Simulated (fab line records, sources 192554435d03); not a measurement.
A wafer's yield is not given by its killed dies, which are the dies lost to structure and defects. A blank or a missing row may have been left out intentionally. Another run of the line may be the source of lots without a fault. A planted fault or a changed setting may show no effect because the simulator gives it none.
Matching of chambers	flow n5_finfet	uv_cure-03 running N5_BEOL_M7_CURE_75: 3 sister chambers
The step cures SiCOH lowk, time 120 s. 5 wafers are shown with their chamber, then 8 later ones without.

## EACH WAFER AND ITS CHAMBER
wafer	chamber	wafer_temp_C_max	lamp_power_pct (%)
L085.3	2	372.4	52.34
L085.5	2	373.2	52.23
L091.3	0	372.1	52.35
L091.5	0	372.1	52.32
L093.1	1	372.6	52.29

## WAFERS WITH NO CHAMBER GIVEN
wafer	wafer_temp_C_max	lamp_power_pct (%)
L093.4	372.4	52.42
L093.5	371.7	52.34
L095.1	371.8	52.24
L095.2	372.0	52.35
L095.4	371.8	52.35
L096.2	372.1	52.33
L096.3	373.2	52.29
L096.5	373.4	52.17

## WHICH CHAMBER EACH ONE RAN IN
wafer	from the rows above	in truth
L093.4	can't be placed: 0 or 1 or 2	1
L093.5	can't be placed: 0 or 1 or 2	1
L095.1	can't be placed: 0 or 1 or 2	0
L095.2	can't be placed: 0 or 1 or 2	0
L095.4	can't be placed: 0 or 1 or 2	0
L096.2	can't be placed: 0 or 1 or 2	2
L096.3	can't be placed: 2 or 1 or 0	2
L096.5	can't be placed: 2 or 1 or 0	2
0 of 8 placed correctly. These rows do not allow placing 8 (true chamber among the candidates in 8). Wrongly placed: 0.
How it was worked out, from the rows above alone: a wafer's distance from a chamber is the root of the sum, over the readings, of the square of ((its reading less the chamber's mean) divided by the reading's scatter). If the next closest chamber is less than 2 further off than the closest, the wafer can't be placed; otherwise it belongs to the closest. Each chamber's mean is taken over the wafers shown for it. How the scatter is found: for the shown wafers, subtract from each reading the mean of its chamber, square and add these, divide the total by (wafers less chambers), then take the root.
